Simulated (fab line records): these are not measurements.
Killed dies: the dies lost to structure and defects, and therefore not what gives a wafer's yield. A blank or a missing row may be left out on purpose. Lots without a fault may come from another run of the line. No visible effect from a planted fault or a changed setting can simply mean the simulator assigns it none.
A lot that was struck, set against a sound lot -- flow nand-harc -- 13 out of 1302 route steps
Sound: wafers L837.1, L837.4, L837.5. Struck: wafer L833.6. (L833.2, L833.3 of the same lot were not struck and are left out.) The cause comes at the end.
For every step that has rows: the tool of each side, followed by ch and its chambers, followed by its first start. Under that, the readings that differ: sound wafers -- struck wafers -- difference of the means -- sigmas: that difference in standard deviations of wafers without a fault.
alike: words and numbers the same on both sides, and readings whose means are apart by under 2 such deviations; not compared: readings that were withheld, readings missing a value for some wafer, numbers with overlapping values and no deviation given by the record, and bounds like >300 which may hide the same value.
A row with sigmas, a row that says differs or no value, or rows on one side alone: a step with any of these is where the two part. When numbers do not overlap yet have no deviation, they are printed without sigmas and do not part them. A reading that every wafer of one side lacks parts them only if that side has two wafers or more.

first, 6 steps without rows for these wafers: NHARC_A_STAIRCASE_EBR_05; NHARC_A_STAIRCASE_EXPOSE_06 (exposes mask STAIR); NHARC_A_STAIRCASE_PEB_07 (peb time 130 s); NHARC_A_STAIRCASE_DEVELOP_08 (time 140 s); NHARC_A_STAIRCASE_HARDBAKE_10 (time 140 s); NHARC_A_STAIRCASE_DESCUM_11 (chemistry O2, time 3 s).
NHARC_A_STAIRCASE_TRIM_12: chemistry O2, time 211.2 s.
  sound on rie-diel-02 ch 0,2, day 20 18:04; struck on rie-diel-03 ch 0, day 19 01:50
reading,sound,struck,difference,sigmas
rf-vpp-V (V),57.9 56.9 56.2,59.5,+2.5,+3
  alike: chamber-pressure-mTorr, drypump-motor-current-A, oes-product-au, showerhead-plenum-p-Torr, throttle-valve-pct
  not compared: rf-hours-counter-h
NHARC_A_STAIRCASE_ETCH_13: etches the open film in C4F8/O2, target depth 100 nm, time 40.5 s.
  sound on rie-diel-02 ch 0,1,3; struck on rie-diel-03 ch 1
  alike: chamber-pressure-mTorr, oes-product-au, rf-vpp-V, run-length-s
  not compared: rf-hours-counter-h
NHARC_A_STAIRCASE_TRIM_14: chemistry O2, time 211.2 s.
  sound on rie-diel-02 ch 0,2; struck on rie-diel-03 ch 2
  alike: chamber-pressure-mTorr, drypump-motor-current-A, oes-product-au, rf-vpp-V, showerhead-plenum-p-Torr, throttle-valve-pct
  not compared: rf-hours-counter-h
NHARC_A_STAIRCASE_ETCH_15: etches the open film in C4F8/O2, target depth 100 nm, time 40.5 s.
  sound on rie-diel-02 ch 0,3; struck on rie-diel-03 ch 1
  alike: chamber-pressure-mTorr, oes-product-au, rf-vpp-V, run-length-s
  not compared: rf-hours-counter-h
NHARC_A_STAIRCASE_TRIM_16: chemistry O2, time 211.2 s.
  sound on rie-diel-02 ch 2,3; struck on rie-diel-03 ch 3
  alike: chamber-pressure-mTorr, drypump-motor-current-A, oes-product-au, rf-vpp-V, showerhead-plenum-p-Torr, throttle-valve-pct
  not compared: rf-hours-counter-h
NHARC_A_STAIRCASE_ETCH_17: etches the open film in C4F8/O2, target depth 100 nm, time 40.5 s.
  sound on rie-diel-02 ch 0,1,2, day 20 18:43; struck on rie-diel-03 ch 0, day 19 02:25
reading,sound,struck,difference,sigmas
run-length-s (s),61.2 61.9 61.6,75.7,+14.1,+36
  alike: chamber-pressure-mTorr, oes-product-au, rf-vpp-V
  not compared: rf-hours-counter-h
then, 1 step without rows for these wafers: NHARC_A_STAIRCASE_TRIM_18 (chemistry O2, time 211.2 s).

## WHERE THEY PART
First at NHARC_A_STAIRCASE_TRIM_12; last, within this record, at NHARC_A_STAIRCASE_ETCH_17.

WHY: whatever the simulator had introduced
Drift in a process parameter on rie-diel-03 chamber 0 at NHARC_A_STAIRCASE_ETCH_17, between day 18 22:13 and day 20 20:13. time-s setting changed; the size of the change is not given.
